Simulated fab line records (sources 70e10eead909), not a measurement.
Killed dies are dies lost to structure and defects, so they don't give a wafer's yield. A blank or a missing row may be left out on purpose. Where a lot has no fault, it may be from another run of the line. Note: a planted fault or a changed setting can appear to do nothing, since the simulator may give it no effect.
Which tool did it?    flow nand_harc    Sampling: 24 lots, 72 wafers, 6 of 1302 route steps

## WHAT THE GAUGES SHOWED, per wafer
NHARC_P_M0_CD_MEAS_16.
lot   measured      on         cd_nm (nm)
L074  day 6 03:07   cd_sem-02  90.2 90.5 90.4
L075  day 6 09:42   cd_sem-03  90.3 88.4 89.2
L076  day 6 18:50   cd_sem-01  89.6 89.8 90.8
L077  day 7 08:24   cd_sem-01  90.1 89.0 88.6
L078  day 7 16:20   cd_sem-02  90.0 89.5 88.8
L079  day 8 07:08   cd_sem-03  89.6 91.5 90.7
L080  day 8 17:41   cd_sem-01  88.0 89.0 89.0
L081  day 8 21:04   cd_sem-01  90.9 90.7 90.3
L082  day 9 20:25   cd_sem-01  89.8 89.7 90.4
L083  day 10 00:26  cd_sem-02  89.4 90.0 89.5
L084  day 10 08:54  cd_sem-01  91.6 89.3 89.9
L085  day 10 13:23  cd_sem-03  88.9 89.8 88.0
L086  day 10 22:11  cd_sem-01  90.6 91.8 91.1
L087  day 12 02:34  cd_sem-02  89.8 90.0 90.3
L089  day 12 02:50  cd_sem-03  90.4 92.0 90.6
L088  day 12 03:39  cd_sem-02  89.6 89.6 91.8
L090  day 12 18:20  cd_sem-03  89.9 89.9 89.8
L091  day 13 03:16  cd_sem-01  90.7 91.6 90.4
L092  day 13 22:54  cd_sem-01  89.0 89.0 89.2
L093  day 14 02:26  cd_sem-02  89.8 89.9 90.6
L094  day 14 08:31  cd_sem-03  89.4 89.6 90.6
L095  day 15 01:58  cd_sem-02  90.4 90.8 91.7
L096  day 15 02:07  cd_sem-01  89.6 90.7 89.6
L097  day 15 17:52  cd_sem-01  88.8 88.9 89.1

NHARC_P_M1_CD_MEAS_09: target cd 130 nm.
lot   measured      on         cd_nm (nm)
L074  day 6 06:42   cd_sem-02  129.6 129.6 129.2
L075  day 6 13:16   cd_sem-03  130.4 130.2 129.7
L076  day 6 22:23   cd_sem-01  130.5 129.4 129.9
L077  day 7 12:08   cd_sem-03  129.6 129.5 129.7
L078  day 7 19:55   cd_sem-03  130.2 130.4 130.6
L079  day 8 10:35   cd_sem-02  129.8 129.7 128.9
L080  day 8 21:28   cd_sem-03  130.5 131.0 130.1
L081  day 9 00:38   cd_sem-01  128.2 129.2 128.5
L082  day 10 00:05  cd_sem-01  129.5 129.3 130.4
L083  day 10 04:04  cd_sem-03  129.1 129.9 129.4
L084  day 10 12:36  cd_sem-01  128.8 129.8 128.9
L085  day 10 16:55  cd_sem-01  129.1 129.5 129.1
L086  day 11 01:45  cd_sem-03  129.0 129.2 128.9
L087  day 12 06:08  cd_sem-03  129.6 129.7 130.5
L089  day 12 06:30  cd_sem-01  130.3 130.4 130.2
L088  day 12 07:07  cd_sem-03  130.0 129.6 129.1
L090  day 12 21:49  cd_sem-01  129.4 130.3 130.4
L091  day 13 07:14  cd_sem-01  129.9 130.1 130.6
L092  day 14 02:29  cd_sem-01  130.6 130.1 131.1
L093  day 14 06:01  cd_sem-01  129.1 129.6 129.6
L094  day 14 12:04  cd_sem-02  129.5 129.5 129.3
L095  day 15 05:34  cd_sem-02  130.2 129.2 129.7
L096  day 15 06:08  cd_sem-01  129.1 128.6 128.4
L097  day 15 21:32  cd_sem-02  129.3 129.2 129.1

## WHAT TOOL EACH LOT RAN ON (gives the tool, then ch and the chambers of the sampled wafers, and finally the start)
lot   NHARC_P_GATE_RTA_64               NHARC_P_GATE_DEGAS_109        NHARC_P_GATE_RTA_80               NHARC_P_M0_PVD_20
L074  rtp_anneal-02 ch 0, day 5 19:11   pvd_sputter-01, day 5 19:27   rtp_anneal-02 ch 0, day 5 19:48   pvd_sputter-02, day 6 06:42 or earlier
L075  rtp_anneal-01 ch 0, day 6 02:04   pvd_sputter-03, day 6 02:19   rtp_anneal-02 ch 0, day 6 02:40   pvd_sputter-02, day 6 13:16 or earlier
L076  rtp_anneal-02 ch 0, day 6 11:23   pvd_sputter-01, day 6 11:40   rtp_anneal-01 ch 0, day 6 12:00   pvd_sputter-02, day 6 22:23 or earlier
L077  rtp_anneal-02 ch 0, day 7 00:56   pvd_sputter-02, day 7 01:16   rtp_anneal-02 ch 0, day 7 01:34   pvd_sputter-03, day 7 12:08 or earlier
L078  rtp_anneal-01 ch 0, day 7 08:40   pvd_sputter-02, day 7 08:58   rtp_anneal-02 ch 0, day 7 09:16   pvd_sputter-03, day 7 19:55 or earlier
L079  rtp_anneal-02 ch 0, day 7 23:31   pvd_sputter-02, day 7 23:47   rtp_anneal-01 ch 0, day 8 00:07   pvd_sputter-02, day 8 10:35 or earlier
L080  rtp_anneal-01 ch 0, day 8 08:58   pvd_sputter-01, day 8 09:16   rtp_anneal-01 ch 0, day 8 09:34   pvd_sputter-02, day 8 21:28 or earlier
L081  rtp_anneal-02 ch 0, day 8 13:09   pvd_sputter-01, day 8 13:28   rtp_anneal-01 ch 0, day 8 13:45   pvd_sputter-02, day 9 00:38 or earlier
L082  rtp_anneal-02 ch 0, day 9 12:52   pvd_sputter-01, day 9 13:10   rtp_anneal-01 ch 0, day 9 13:28   pvd_sputter-03, day 10 00:05 or earlier
L083  rtp_anneal-01 ch 0, day 9 16:49   pvd_sputter-03, day 9 17:07   rtp_anneal-01 ch 0, day 9 17:25   pvd_sputter-02, day 10 04:04 or earlier
L084  rtp_anneal-02 ch 0, day 10 01:19  pvd_sputter-01, day 10 01:37  rtp_anneal-02 ch 0, day 10 02:06  pvd_sputter-01, day 10 12:36 or earlier
L085  rtp_anneal-02 ch 0, day 10 05:34  pvd_sputter-03, day 10 05:50  rtp_anneal-02 ch 0, day 10 06:20  pvd_sputter-02, day 10 16:55 or earlier
L086  rtp_anneal-02 ch 0, day 10 14:44  pvd_sputter-02, day 10 15:01  rtp_anneal-02 ch 0, day 10 15:20  pvd_sputter-03, day 11 01:45 or earlier
L087  rtp_anneal-01 ch 0, day 11 19:00  pvd_sputter-01, day 11 19:17  rtp_anneal-01 ch 0, day 11 19:36  pvd_sputter-03, day 12 06:08 or earlier
L089  rtp_anneal-01 ch 0, day 11 19:17  pvd_sputter-02, day 11 19:36  rtp_anneal-01 ch 0, day 11 19:53  pvd_sputter-02, day 12 06:30 or earlier
L088  rtp_anneal-02 ch 0, day 11 20:22  pvd_sputter-03, day 11 20:40  rtp_anneal-01 ch 0, day 11 20:58  pvd_sputter-01, day 12 07:07 or earlier
L090  rtp_anneal-02 ch 0, day 12 11:06  pvd_sputter-03, day 12 11:23  rtp_anneal-01 ch 0, day 12 11:43  pvd_sputter-01, day 12 21:49 or earlier
L091  rtp_anneal-01 ch 0, day 12 19:44  pvd_sputter-03, day 12 20:03  rtp_anneal-01 ch 0, day 12 20:20  pvd_sputter-01, day 13 07:14 or earlier
L092  rtp_anneal-02 ch 0, day 13 15:23  pvd_sputter-02, day 13 15:41  rtp_anneal-01 ch 0, day 13 15:59  pvd_sputter-01, day 14 02:29 or earlier
L093  rtp_anneal-01 ch 0, day 13 19:04  pvd_sputter-01, day 13 19:19  rtp_anneal-02 ch 0, day 13 19:49  pvd_sputter-02, day 14 06:01 or earlier
L094  rtp_anneal-02 ch 0, day 14 00:57  pvd_sputter-01, day 14 01:13  rtp_anneal-01 ch 0, day 14 01:33  pvd_sputter-03, day 14 12:04 or earlier
L095  rtp_anneal-02 ch 0, day 14 17:56  pvd_sputter-03, day 14 18:11  rtp_anneal-01 ch 0, day 14 18:32  pvd_sputter-02, day 15 05:34 or earlier
L096  rtp_anneal-01 ch 0, day 14 18:14  pvd_sputter-02, day 14 18:32  rtp_anneal-01 ch 0, day 14 18:51  pvd_sputter-03, day 15 06:08 or earlier
L097  rtp_anneal-02 ch 0, day 15 10:04  pvd_sputter-01, day 15 10:21  rtp_anneal-02 ch 0, day 15 10:40  pvd_sputter-02, day 15 21:32 or earlier
- NHARC_P_GATE_RTA_64: time 1 s.
- NHARC_P_GATE_DEGAS_109: time 60 s.
- NHARC_P_GATE_RTA_80: time 30 s.
- NHARC_P_M0_PVD_20: deposits TaN, target thk 5 nm, time 8.06 s.

## AS READ BY THE TOOLS THEMSELVES (means over the sampled wafers that have a number; for cases with no such wafer, the mark the record gives instead)
NHARC_P_GATE_RTA_64.
lot   tool           lamp_power_pct (%)  lamp_zone_6_pct (%)  wafer_temp_C_max
L074  rtp_anneal-02  30.8                30.8                 1057.8
L075  rtp_anneal-01  33.3                33.3                 1056.3
L076  rtp_anneal-02  30.9                30.8                 1056.9
L077  rtp_anneal-02  30.8                30.8                 1056.8
L078  rtp_anneal-01  33.4                33.2                 1056.8
L079  rtp_anneal-02  30.8                30.7                 1056.6
L080  rtp_anneal-01  33.3                33.3                 1056.3
L081  rtp_anneal-02  30.8                30.8                 1057.5
L082  rtp_anneal-02  30.8                30.8                 1057.5
L083  rtp_anneal-01  33.3                33.3                 1055.6
L084  rtp_anneal-02  30.8                30.8                 1056.4
L085  rtp_anneal-02  30.8                30.8                 1057.2
L086  rtp_anneal-02  30.8                30.8                 1057.1
L087  rtp_anneal-01  33.3                33.3                 1056.2
L089  rtp_anneal-01  33.3                33.3                 1057.6
L088  rtp_anneal-02  30.8                30.8                 1056.8
L090  rtp_anneal-02  30.8                30.8                 1057.3
L091  rtp_anneal-01  33.3                33.3                 1056.0
L092  rtp_anneal-02  30.8                30.8                 1057.6
L093  rtp_anneal-01  33.3                33.3                 1055.6
L094  rtp_anneal-02  30.8                30.8                 1056.0
L095  rtp_anneal-02  30.8                30.8                 1057.1
L096  rtp_anneal-01  33.3                33.3                 1057.6
L097  rtp_anneal-02  30.8                30.8                 1056.9

NHARC_P_GATE_DEGAS_109.
lot   tool            heater_power_w (W)
L074  pvd_sputter-01  472
L075  pvd_sputter-03  431
L076  pvd_sputter-01  442
L077  pvd_sputter-02  484
L078  pvd_sputter-02  501
L079  pvd_sputter-02  519
L080  pvd_sputter-01  421
L081  pvd_sputter-01  453
L082  pvd_sputter-01  471
L083  pvd_sputter-03  427
L084  pvd_sputter-01  454
L085  pvd_sputter-03  432
L086  pvd_sputter-02  470
L087  pvd_sputter-01  423
L089  pvd_sputter-02  468
L088  pvd_sputter-03  471
L090  pvd_sputter-03  457
L091  pvd_sputter-03  416
L092  pvd_sputter-02  466
L093  pvd_sputter-01  454
L094  pvd_sputter-01  456
L095  pvd_sputter-03  471
L096  pvd_sputter-02  481
L097  pvd_sputter-01  463

NHARC_P_GATE_RTA_80.
lot   tool           wafer_temp_C_max
L074  rtp_anneal-02  302.5
L075  rtp_anneal-02  302.2
L076  rtp_anneal-01  301.7
L077  rtp_anneal-02  302.4
L078  rtp_anneal-02  302.2
L079  rtp_anneal-01  302.0
L080  rtp_anneal-01  301.5
L081  rtp_anneal-01  301.9
L082  rtp_anneal-01  301.8
L083  rtp_anneal-01  302.0
L084  rtp_anneal-02  302.1
L085  rtp_anneal-02  301.9
L086  rtp_anneal-02  302.0
L087  rtp_anneal-01  301.8
L089  rtp_anneal-01  302.1
L088  rtp_anneal-01  301.7
L090  rtp_anneal-01  302.0
L091  rtp_anneal-01  302.2
L092  rtp_anneal-01  302.1
L093  rtp_anneal-02  301.9
L094  rtp_anneal-01  302.1
L095  rtp_anneal-01  301.7
L096  rtp_anneal-01  302.3
L097  rtp_anneal-02  301.8

NHARC_P_M0_PVD_20.
lot   tool            throttle_valve_pct (%)
L074  pvd_sputter-02  29.8
L075  pvd_sputter-02  29.7
L076  pvd_sputter-02  29.0
L077  pvd_sputter-03  30.7
L078  pvd_sputter-03  31.0
L079  pvd_sputter-02  29.0
L080  pvd_sputter-02  30.7
L081  pvd_sputter-02  28.0
L082  pvd_sputter-03  30.4
L083  pvd_sputter-02  29.6
L084  pvd_sputter-01  30.8
L085  pvd_sputter-02  30.8
L086  pvd_sputter-03  30.5
L087  pvd_sputter-03  31.2
L089  pvd_sputter-02  29.9
L088  pvd_sputter-01  30.0
L090  pvd_sputter-01  30.1
L091  pvd_sputter-01  31.6
L092  pvd_sputter-01  30.1
L093  pvd_sputter-02  31.4
L094  pvd_sputter-03  30.7
L095  pvd_sputter-02  30.4
L096  pvd_sputter-03  31.2
L097  pvd_sputter-02  29.1

## THE ANSWER, worked out from the rows above alone
Rule: usual is defined by the lots themselves. The widest of any qualifying gaps counts: lots, ordered by their means at a reading, are off when they make up no more than a third of the lots, leave a main group of 4 or more, and stand apart from it by 3 or more times the standard deviation of that group's means. If all means in a main group match to the digits the tables above print for the reading, that group is not used. Also off: a lot with no number at a reading for which 4 or more lots have one. All remaining lots with rows at the step are treated as sound. After the gauges, taken in route order, come the tools' own readings; for these a lot's mean is taken, as printed above. The first step at which some lot is off is used, and at that step the reading that is off furthest; a lot without a number counts as furthest.
None of the lots is off at any reading shown; this tells nothing.

## WHAT WAS PUT IN BY THE SIMULATOR
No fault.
